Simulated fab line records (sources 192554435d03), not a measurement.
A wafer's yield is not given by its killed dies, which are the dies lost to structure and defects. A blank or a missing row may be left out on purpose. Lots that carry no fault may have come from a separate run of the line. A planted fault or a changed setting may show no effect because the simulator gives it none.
Split-lot experiment || flow n5 finfet || route with 1938 steps; 7 lots, 21 wafers read

## THE SPLIT ITSELF
At N5_BEOL_M3_COAT_61 (time 60 s, resist thk 60 nm), the setting spin rpm was moved away from the recipe's 1500 rpm on 3 of the 21 wafers read, by -10.0% to -6.4%. This setting was run at the recipe's value on the other wafers.

The reading comes from the split's own step.

## THE READING
SOC_of_BEOL_M3_COAT_61.thk nm (the simulator's own value, which no gauge read), in nm, at N5_BEOL_M3_COAT_61 (time 60 s, resist thk 60 nm). No usual value for it is given in the file. The 18 wafers here that ran the recipe average 59.9 nm, standard deviation 0.15 nm.

{"wafer": "L081.1", "tool, chamber at the split": "litho track-01, 0", "spin rpm as run, rpm": 1500, "against the recipe": "recipe", "SOC_of_BEOL_M3_COAT_61.thk nm, nm": 60.2, "against lot-mates on the recipe": "-"}
{"wafer": "L081.2", "tool, chamber at the split": "litho track-01, 0", "spin rpm as run, rpm": 1500, "against the recipe": "recipe", "SOC_of_BEOL_M3_COAT_61.thk nm, nm": 60.2, "against lot-mates on the recipe": "-"}
{"wafer": "L081.3", "tool, chamber at the split": "litho track-01, 0", "spin rpm as run, rpm": 1500, "against the recipe": "recipe", "SOC_of_BEOL_M3_COAT_61.thk nm, nm": 60, "against lot-mates on the recipe": "-"}
{"wafer": "L083.2", "tool, chamber at the split": "litho track-02, 0", "spin rpm as run, rpm": 1500, "against the recipe": "recipe", "SOC_of_BEOL_M3_COAT_61.thk nm, nm": 60, "against lot-mates on the recipe": "-"}
{"wafer": "L083.3", "tool, chamber at the split": "litho track-02, 0", "spin rpm as run, rpm": 1390, "against the recipe": "-7.3%", "SOC_of_BEOL_M3_COAT_61.thk nm, nm": 62.2, "against lot-mates on the recipe": "+2.3"}
{"wafer": "L083.4", "tool, chamber at the split": "litho track-02, 0", "spin rpm as run, rpm": 1500, "against the recipe": "recipe", "SOC_of_BEOL_M3_COAT_61.thk nm, nm": 59.8, "against lot-mates on the recipe": "-"}
{"wafer": "L087.1", "tool, chamber at the split": "litho track-05, 0", "spin rpm as run, rpm": 1500, "against the recipe": "recipe", "SOC_of_BEOL_M3_COAT_61.thk nm, nm": 60, "against lot-mates on the recipe": "-"}
{"wafer": "L087.2", "tool, chamber at the split": "litho track-05, 0", "spin rpm as run, rpm": 1500, "against the recipe": "recipe", "SOC_of_BEOL_M3_COAT_61.thk nm, nm": 59.8, "against lot-mates on the recipe": "-"}
{"wafer": "L087.4", "tool, chamber at the split": "litho track-05, 0", "spin rpm as run, rpm": 1350, "against the recipe": "-10.0%", "SOC_of_BEOL_M3_COAT_61.thk nm, nm": 63.2, "against lot-mates on the recipe": "+3.3"}
{"wafer": "L091.1", "tool, chamber at the split": "litho track-05, 0", "spin rpm as run, rpm": 1500, "against the recipe": "recipe", "SOC_of_BEOL_M3_COAT_61.thk nm, nm": 60, "against lot-mates on the recipe": "-"}
{"wafer": "L091.2", "tool, chamber at the split": "litho track-05, 0", "spin rpm as run, rpm": 1500, "against the recipe": "recipe", "SOC_of_BEOL_M3_COAT_61.thk nm, nm": 60, "against lot-mates on the recipe": "-"}
{"wafer": "L091.5", "tool, chamber at the split": "litho track-05, 0", "spin rpm as run, rpm": 1500, "against the recipe": "recipe", "SOC_of_BEOL_M3_COAT_61.thk nm, nm": 60, "against lot-mates on the recipe": "-"}
{"wafer": "L093.2", "tool, chamber at the split": "litho track-01, 0", "spin rpm as run, rpm": 1500, "against the recipe": "recipe", "SOC_of_BEOL_M3_COAT_61.thk nm, nm": 60, "against lot-mates on the recipe": "-"}
{"wafer": "L093.3", "tool, chamber at the split": "litho track-01, 0", "spin rpm as run, rpm": 1500, "against the recipe": "recipe", "SOC_of_BEOL_M3_COAT_61.thk nm, nm": 59.8, "against lot-mates on the recipe": "-"}
{"wafer": "L093.4", "tool, chamber at the split": "litho track-01, 0", "spin rpm as run, rpm": 1500, "against the recipe": "recipe", "SOC_of_BEOL_M3_COAT_61.thk nm, nm": 59.8, "against lot-mates on the recipe": "-"}
{"wafer": "L094.1", "tool, chamber at the split": "litho track-05, 0", "spin rpm as run, rpm": 1404, "against the recipe": "-6.4%", "SOC_of_BEOL_M3_COAT_61.thk nm, nm": 62, "against lot-mates on the recipe": "+2.0"}
{"wafer": "L094.2", "tool, chamber at the split": "litho track-05, 0", "spin rpm as run, rpm": 1500, "against the recipe": "recipe", "SOC_of_BEOL_M3_COAT_61.thk nm, nm": 60, "against lot-mates on the recipe": "-"}
{"wafer": "L094.4", "tool, chamber at the split": "litho track-05, 0", "spin rpm as run, rpm": 1500, "against the recipe": "recipe", "SOC_of_BEOL_M3_COAT_61.thk nm, nm": 60, "against lot-mates on the recipe": "-"}
{"wafer": "L096.1", "tool, chamber at the split": "litho track-05, 0", "spin rpm as run, rpm": 1500, "against the recipe": "recipe", "SOC_of_BEOL_M3_COAT_61.thk nm, nm": 59.6, "against lot-mates on the recipe": "-"}
{"wafer": "L096.2", "tool, chamber at the split": "litho track-05, 0", "spin rpm as run, rpm": 1500, "against the recipe": "recipe", "SOC_of_BEOL_M3_COAT_61.thk nm, nm": 59.8, "against lot-mates on the recipe": "-"}
{"wafer": "L096.3", "tool, chamber at the split": "litho track-05, 0", "spin rpm as run, rpm": 1500, "against the recipe": "recipe", "SOC_of_BEOL_M3_COAT_61.thk nm, nm": 59.8, "against lot-mates on the recipe": "-"}

FIT RESULTS
A straight line over all 21 wafers: SOC_of_BEOL_M3_COAT_61.thk nm changes by -0.321 nm for each +1% of spin rpm; r = -0.99; the points scatter about the line by 0.15 nm.
The same after taking each lot's own level away (the mean of its wafers on the recipe; 21 wafers): -0.322 nm for each +1%; r = -1.00; scatter 0.084 nm.
According to that fit, moving spin rpm by its largest amount changes the reading by 3.2 nm.
Across the lots, their own levels run from 59.73 to 60.13 nm, a range of 2.7 times the standard deviation given above.
Hence the lot-to-lot level has little effect on the slope; both slopes agree.
Check: with one of the wafers moved furthest among these (-10.0%) left out of the fit, the line predicts +3.13 nm for it against its lot-mates. Against them it came out at +3.3 nm.

## ADDITIONAL SPLITS CARRIED BY THESE WAFERS
Other splits were also applied to these wafers ahead of the reading. Each is held against what the fit with the lots' levels taken away leaves over:
{"other split on the same wafers": "N5_MOL_CONTACT_COAG_EXPOSE_05 dose mj", "wafers away from the commonest value": 3, "r with SOC_of_BEOL_M3_COAT_61.thk nm (lot level and that fit taken away)": "+0.13"}
{"other split on the same wafers": "N5_MOL_CONTACT_COAG_CONTACT_ETCH_14 source w", "wafers away from the commonest value": 4, "r with SOC_of_BEOL_M3_COAT_61.thk nm (lot level and that fit taken away)": -0.07}
{"other split on the same wafers": "N5_MOL_CONTACT_COAG_ETCH_91 source w", "wafers away from the commonest value": 5, "r with SOC_of_BEOL_M3_COAT_61.thk nm (lot level and that fit taken away)": -0.01}
{"other split on the same wafers": "N5_BEOL_M0_SAQP_SPACER1_ALD_98 ald cycles", "wafers away from the commonest value": 3, "r with SOC_of_BEOL_M3_COAT_61.thk nm (lot level and that fit taken away)": "+0.00"}
{"other split on the same wafers": "N5_BEOL_M0_SAQP_ETCH_106 target depth a", "wafers away from the commonest value": 9, "r with SOC_of_BEOL_M3_COAT_61.thk nm (lot level and that fit taken away)": "+0.06"}
{"other split on the same wafers": "N5_BEOL_M0_CUTY_ETCH_63 source w", "wafers away from the commonest value": 7, "r with SOC_of_BEOL_M3_COAT_61.thk nm (lot level and that fit taken away)": "+0.19"}
{"other split on the same wafers": "N5_BEOL_M0_TRENCH_ETCH_107 target depth a", "wafers away from the commonest value": 9, "r with SOC_of_BEOL_M3_COAT_61.thk nm (lot level and that fit taken away)": "+0.05"}
{"other split on the same wafers": "N5_BEOL_M1_PECVD_72 time s", "wafers away from the commonest value": 9, "r with SOC_of_BEOL_M3_COAT_61.thk nm (lot level and that fit taken away)": -0.32}
{"other split on the same wafers": "N5_BEOL_M2_SPUTTER_86 time s", "wafers away from the commonest value": 7, "r with SOC_of_BEOL_M3_COAT_61.thk nm (lot level and that fit taken away)": -0.09}

## THE FILE'S OWN FIT
SOC_of_BEOL_M3_COAT_61.thk nm changes by -0.322 nm for each +1% of spin rpm, r = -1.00.
